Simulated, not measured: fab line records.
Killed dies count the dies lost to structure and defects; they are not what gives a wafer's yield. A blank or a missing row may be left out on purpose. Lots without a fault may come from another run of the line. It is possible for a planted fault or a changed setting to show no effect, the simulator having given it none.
Split-lot experiment | flow n5_finfet | 7 lots, 39 wafers read, on a route of 1938 steps

THE SPLIT
At N5_BEOL_M11_VIA_ETCH_34 (etches SiCOH lowk in C4F6/O2, target depth 184.5 nm, time 69.2 s), the setting time_s was moved away from the recipe's 69.2 s on 18 of the 39 wafers read, by -60.0% to +49.0%. For the rest of the wafers, this setting stayed at what the recipe calls for.

The reading is taken at the split's own step.

THE READING
SOC_of_BEOL_M11_COAT_63.thk_nm (the simulator's own value, which no gauge read), in nm, at N5_BEOL_M11_VIA_ETCH_34 (etches SiCOH lowk in C4F6/O2, target depth 184.5 nm, time 69.2 s). No usual value for it is given in the file. Across the 21 wafers here that went through the recipe, the average is 92.1 nm and the standard deviation 0.26 nm.

wafer  | tool, chamber at the split | time_s as run, s | against the recipe | SOC_of_BEOL_M11_COAT_63.thk_nm, nm | against lot-mates on the recipe
L077.1 | rie_diel-02, 1             | 82.29            | +18.9%             | 90.6                               | -1.2
L077.2 | rie_diel-02, 3             | 69.2             | recipe             | 91.8                               | -
L077.3 | rie_diel-02, 2             | 69.2             | recipe             | 91.6                               | -
L077.4 | rie_diel-02, 0             | 69.2             | recipe             | 92                                 | -
L077.5 | rie_diel-02, 3             | 82.29            | +18.9%             | 90.6                               | -1.2
L077.6 | rie_diel-02, 0             | 82.29            | +18.9%             | 90.6                               | -1.2
L081.1 | rie_diel-02, 1             | 48.01            | -30.6%             | 94.6                               | +2.3
L081.2 | rie_diel-02, 2             | 69.2             | recipe             | 92.2                               | -
L081.3 | rie_diel-02, 3             | 69.2             | recipe             | 92.6                               | -
L081.4 | rie_diel-02, 0             | 48.01            | -30.6%             | 94.8                               | +2.5
L081.5 | rie_diel-02, 3             | 48.01            | -30.6%             | 94.6                               | +2.3
L081.6 | rie_diel-02, 0             | 69.2             | recipe             | 92.2                               | -
L082.1 | rie_diel-04, 0             | 58.02            | -16.2%             | 93                                 | +1.1
L082.2 | rie_diel-04, 1             | 69.2             | recipe             | 92                                 | -
L082.3 | rie_diel-04, 3             | 58.02            | -16.2%             | 92.8                               | +0.9
L082.4 | rie_diel-04, 2             | 58.02            | -16.2%             | 93                                 | +1.1
L082.5 | rie_diel-04, 0             | 69.2             | recipe             | 91.8                               | -
L082.6 | rie_diel-04, 1             | 69.2             | recipe             | 92                                 | -
L087.1 | rie_diel-04, 1             | 103.1            | +49.0%             | 88.6                               | -3.7
L087.2 | rie_diel-04, 2             | 69.2             | recipe             | 92.2                               | -
L087.3 | rie_diel-04, 0             | 69.2             | recipe             | 92.4                               | -
L087.4 | rie_diel-04, 1             | 69.2             | recipe             | 92.2                               | -
L087.5 | rie_diel-04, 2             | 103.1            | +49.0%             | 88.4                               | -3.9
L087.6 | rie_diel-04, 0             | 103.1            | +49.0%             | 88.6                               | -3.7
L089.1 | rie_diel-04, 1             | 69.2             | recipe             | 91.8                               | -
L089.2 | rie_diel-04, 0             | 69.2             | recipe             | 91.8                               | -
L089.3 | rie_diel-04, 2             | 53.45            | -22.8%             | 93.6                               | +1.8
L089.4 | rie_diel-04, 0             | 53.45            | -22.8%             | 93.4                               | +1.6
L089.5 | rie_diel-04, 2             | 69.2             | recipe             | 91.8                               | -
L089.6 | rie_diel-04, 1             | 53.45            | -22.8%             | 93.6                               | +1.8
L096.2 | rie_diel-04, 3             | 69.2             | recipe             | 92                                 | -
L096.4 | rie_diel-04, 0             | 69.2             | recipe             | 92.4                               | -
L096.5 | rie_diel-04, 1             | 69.2             | recipe             | 92.4                               | -
L097.1 | rie_diel-03, 3             | 69.2             | recipe             | 92.2                               | -
L097.2 | rie_diel-03, 0             | 69.2             | recipe             | 91.8                               | -
L097.3 | rie_diel-03, 2             | 27.7             | -60.0%             | 97                                 | +5.0
L097.4 | rie_diel-03, 1             | 27.7             | -60.0%             | 96.8                               | +4.8
L097.5 | rie_diel-03, 2             | 27.7             | -60.0%             | 96.8                               | +4.8
L097.6 | rie_diel-03, 3             | 69.2             | recipe             | 92                                 | -

FIT RESULTS
A straight line over all 39 wafers: SOC_of_BEOL_M11_COAT_63.thk_nm changes by -0.0763 nm for each +1% of time_s; r = -0.99; the points scatter about the line by 0.27 nm.
The same after taking each lot's own level away (the mean of its wafers on the recipe; 39 wafers): -0.0772 nm for each +1%; r = -1.00; scatter 0.17 nm.
Per that fit: largest time_s move, reading shift of 4.6 nm.
Across the lots, their own levels run from 91.80 to 92.33 nm, a range of 2.1 times the standard deviation given above.
Consequently the slope shifts little with the lot-to-lot level, the two slopes agreeing.
Check: for one of the wafers moved furthest among these (-60.0%), held out of the fit, the line's prediction against its lot-mates is +4.59 nm. It came out at +5 nm against them.

FURTHER SPLITS ON THESE WAFERS
These wafers also went through other splits before the reading. Each is held against what the fit with the lots' levels taken away leaves over:
other split on the same wafers           | wafers away from the commonest value | r with SOC_of_BEOL_M11_COAT_63.thk_nm (lot level and that fit taken away)
N5_BEOL_M6_TRENCH_ETCH_37 target_depth_a | 15                                   | -0.05
N5_BEOL_M9_HM_DEP_02 target_thk_a        | 12                                   | +0.04

THE WHOLE CHAIN: every reading that the file lists as answering this split, in the file's order
step                    | what it does                                                     | reading                                                                         | change (the file's fit)                | r (the file's)
N5_BEOL_M11_VIA_ETCH_34 | etches SiCOH lowk in C4F6/O2, target depth 184.5 nm, time 69.2 s | etch.depth_nm (the simulator's own value, which no gauge read)                  | +1.81 nm for each +1% of the setting   | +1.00
N5_BEOL_M11_VIA_ETCH_34 | etches SiCOH lowk in C4F6/O2, target depth 184.5 nm, time 69.2 s | SOC_of_BEOL_M11_COAT_63.thk_nm (the simulator's own value, which no gauge read) | -0.0774 nm for each +1% of the setting | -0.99

FILE'S OWN FIT
SOC_of_BEOL_M11_COAT_63.thk_nm changes by -0.0774 nm for each +1% of time_s, r = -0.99.
